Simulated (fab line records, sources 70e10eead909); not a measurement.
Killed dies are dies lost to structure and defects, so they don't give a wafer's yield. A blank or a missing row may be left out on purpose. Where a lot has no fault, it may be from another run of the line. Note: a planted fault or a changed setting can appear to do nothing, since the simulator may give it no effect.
2 desks, one fault || flow nand_harc || every desk sees just its own numbers, and what lay behind them comes last

FROM THE METROLOGY DESK
What the gauges read for every lot (on any tool): the sampled wafers with a number, averaged. Marked OUT: a lot whose mean sits more than 4 standard deviations from the usual mean, which makes it out of limits; the brackets give that distance.
Columns: A = cd_nm at NHARC_THIN_TSV_CD_MEAS_33, usual 4999.7 nm; B = cd_nm at NHARC_THIN_TSV_CD_MEAS_37, usual 5000.5 nm
{"lot": "L395", "first seen here": "day 19 20:14", "A": 5001.1, "B": 5001.2}
{"lot": "L401", "first seen here": "day 21 06:28", "A": 4998.8, "B": 4998.8}
{"lot": "L407", "first seen here": "day 22 23:17", "A": 4998.6, "B": 5000.3}
{"lot": "L413", "first seen here": "day 23 09:59", "A": 4999.7, "B": 5000.8}
{"lot": "L409", "first seen here": "day 23 18:04", "A": 4998.5, "B": 4999.5}
This desk found nothing out of limits on any of the 5 lots.

THE DEFECT DESK
Per lot, the means of the sampled wafers with a number show what the inspections along the route counted. Marked OUT: a lot whose mean sits more than 4 standard deviations from the usual mean, which makes it out of limits; the brackets give that distance.
Columns: A = raw_defect_count at NHARC_THIN_TSV_INSPECT_40, usual 470
{"lot": "L395", "first seen here": "day 20 02:29", "A": 535}
{"lot": "L401", "first seen here": "day 21 11:27", "A": 383}
{"lot": "L407", "first seen here": "day 23 04:58", "A": 582}
{"lot": "L413", "first seen here": "day 23 14:22", "A": 522}
{"lot": "L409", "first seen here": "day 24 00:32", "A": 617}
This desk found nothing out of limits on any of the 5 lots.

TAKEN TOGETHER
Nothing out of limits was seen by the metrology desk.
Nothing out of limits was seen by the defect desk.

WHAT HAD BEEN PUT IN BY THE SIMULATOR
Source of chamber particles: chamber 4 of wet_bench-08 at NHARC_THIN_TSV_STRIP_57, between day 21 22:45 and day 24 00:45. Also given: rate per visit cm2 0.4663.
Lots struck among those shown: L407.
